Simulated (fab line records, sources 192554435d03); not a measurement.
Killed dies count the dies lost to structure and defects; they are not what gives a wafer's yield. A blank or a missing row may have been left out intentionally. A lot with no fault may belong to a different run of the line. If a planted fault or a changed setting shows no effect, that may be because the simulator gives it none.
Which of the tools did it? | flow n5Finfet | 10 lots, 30 wafers sampled, at 2 steps of a route of 1938

WHAT THE GAUGES SHOWED, per wafer
N5_BEOL_M8_CD_MEAS_28 targets a cd of 40 nm.
lot  | measured     | on       | cdNm (nm)
L592 | day 9 16:14  | cdSem-01 | 40.18 40.13 40.05
L595 | day 10 07:53 | cdSem-02 | 39.83 40.25 39.70
L600 | day 12 05:21 | cdSem-01 | 39.79 39.52 39.44
L598 | day 12 09:52 | cdSem-03 | 37.00 36.89 36.71
L602 | day 12 11:46 | cdSem-02 | 37.65 37.39 37.52
L608 | day 13 15:56 | cdSem-02 | 39.65 40.26 40.30
L606 | day 14 09:07 | cdSem-01 | 40.04 39.84 40.29
L609 | day 14 15:43 | cdSem-02 | 40.20 40.16 40.48
L612 | day 16 02:59 | cdSem-03 | 39.65 39.65 40.25
L611 | day 16 09:31 | cdSem-03 | 39.62 39.64 40.00

WHAT TOOL EACH LOT RAN ON (gives the tool, then ch and the chambers of the sampled wafers, and finally the start)
lot  | N5_BEOL_M8_EXPOSE_25
L592 | euvScanner-02 ch 0, day 9 16:07
L595 | euvScanner-02 ch 0, day 10 07:45
L600 | euvScanner-01 ch 0, day 12 05:13
L598 | euvScanner-02 ch 0, day 12 09:45
L602 | euvScanner-02 ch 0, day 12 11:39
L608 | euvScanner-01 ch 0, day 13 15:49
L606 | euvScanner-01 ch 0, day 14 08:59
L609 | euvScanner-01 ch 0, day 14 15:35
L612 | euvScanner-01 ch 0, day 16 02:51
L611 | euvScanner-01 ch 0, day 16 09:23
- N5_BEOL_M8_EXPOSE_25: exposes mask V7, target cd 40 nm.

THE ANSWER, worked out from the rows above alone
Rule: what is usual is taken from the lots themselves. The widest of any qualifying gaps counts: lots, ordered by their means at a reading, are off when they make up no more than a third of the lots, leave a main group of 4 or more, and stand apart from it by 3 or more times the standard deviation of that group's means. Not used: any main group whose means are identical at the precision the tables above print for the reading. A lot without any number at a reading at which 4 lots or more have one is off too. The other lots that the step has rows for count as sound.
Off at N5_BEOL_M8_CD_MEAS_28 (cdNm): L598, L602. Main group: mean 39.95 nm, sd 0.21.
If a tool, at a process step before that reading, ran all the lots that are off and no sound lot after the first of them, it fits. Those tools and the gauges at N5_BEOL_M8_CD_MEAS_28 are tried in the same way. One fits: N5_BEOL_M8_EXPOSE_25 on euvScanner-02. A fault onset in the window from L595 (day 10 07:45, its last sound lot) to L598 (day 12 09:45, its first lot off) fits.

WHAT HAD BEEN PUT IN BY THE SIMULATOR
Drift in process parameters on euvScanner-02 at N5_BEOL_M8_EXPOSE_25, starting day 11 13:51. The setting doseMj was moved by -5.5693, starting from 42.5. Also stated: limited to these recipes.
Lots struck among those shown: L598, L602. The rule above found the same.
